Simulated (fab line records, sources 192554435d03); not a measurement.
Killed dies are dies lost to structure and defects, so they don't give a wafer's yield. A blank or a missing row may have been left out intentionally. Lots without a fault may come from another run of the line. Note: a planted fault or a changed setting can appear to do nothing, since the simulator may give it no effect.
Matching of chambers :: flow n5 finfet :: cvd co-01 running N5_BEOL_M0_CO_CAP_123: 3 sister chambers
The step material Co, precursor CCTBA/H2, target thk 2 nm, time 102.1 s. 14 wafers are shown with their chamber, then 7 later ones without.

## EACH WAFER AND ITS CHAMBER
wafer: L645.3
chamber: 2
heater power w (W): 220

wafer: L645.5
chamber: 2
heater power w (W): 224

wafer: L645.6
chamber: 0
heater power w (W): 232

wafer: L650.1
chamber: 2
heater power w (W): 224

wafer: L650.3
chamber: 0
heater power w (W): 228

wafer: L650.6
chamber: 2
heater power w (W): 227

wafer: L652.3
chamber: 1
heater power w (W): 203

wafer: L652.4
chamber: 2
heater power w (W): 229

wafer: L652.6
chamber: 1
heater power w (W): 208

wafer: L654.2
chamber: 0
heater power w (W): 233

wafer: L654.3
chamber: 2
heater power w (W): 225

wafer: L654.4
chamber: 2
heater power w (W): 225

wafer: L656.1
chamber: 2
heater power w (W): 223

wafer: L656.4
chamber: 1
heater power w (W): 205

SIGNATURES (averages over the wafers above)
reading: heater power w
chamber 0: 231.00
chamber 1: 205.33
chamber 2: 224.62
scatter within a chamber: 2.64
Rule: for a wafer and a chamber, the distance is found by dividing, reading by reading, the gap between the wafer's reading and the chamber's mean by the reading's scatter, squaring, summing and taking the root. The wafer belongs to the nearest chamber; if the next one is less than 2 further off, it can't be placed. The scatter: take each reading less its chamber's mean, square it, sum over the shown wafers, divide by the number of wafers less the number of chambers, and take the root.

## WAFERS WHOSE CHAMBER IS MISSING
wafer: L656.5
heater power w (W): 236

wafer: L662.2
heater power w (W): 237

wafer: L662.4
heater power w (W): 210

wafer: L662.5
heater power w (W): 206

wafer: L666.2
heater power w (W): 232

wafer: L666.3
heater power w (W): 211

wafer: L666.5
heater power w (W): 219

## THE CHAMBER EACH PASSED THROUGH
wafer: L656.5
from the rows above: 0
in truth: 0

wafer: L662.2
from the rows above: 0
in truth: 0

wafer: L662.4
from the rows above: 1
in truth: 1

wafer: L662.5
from the rows above: 1
in truth: 1

wafer: L666.2
from the rows above: 0
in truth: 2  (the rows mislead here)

wafer: L666.3
from the rows above: 1
in truth: 1

wafer: L666.5
from the rows above: 2
in truth: 2
Correctly placed: 6 of 7. Number that these rows cannot place: 0. Wrongly placed: 1.
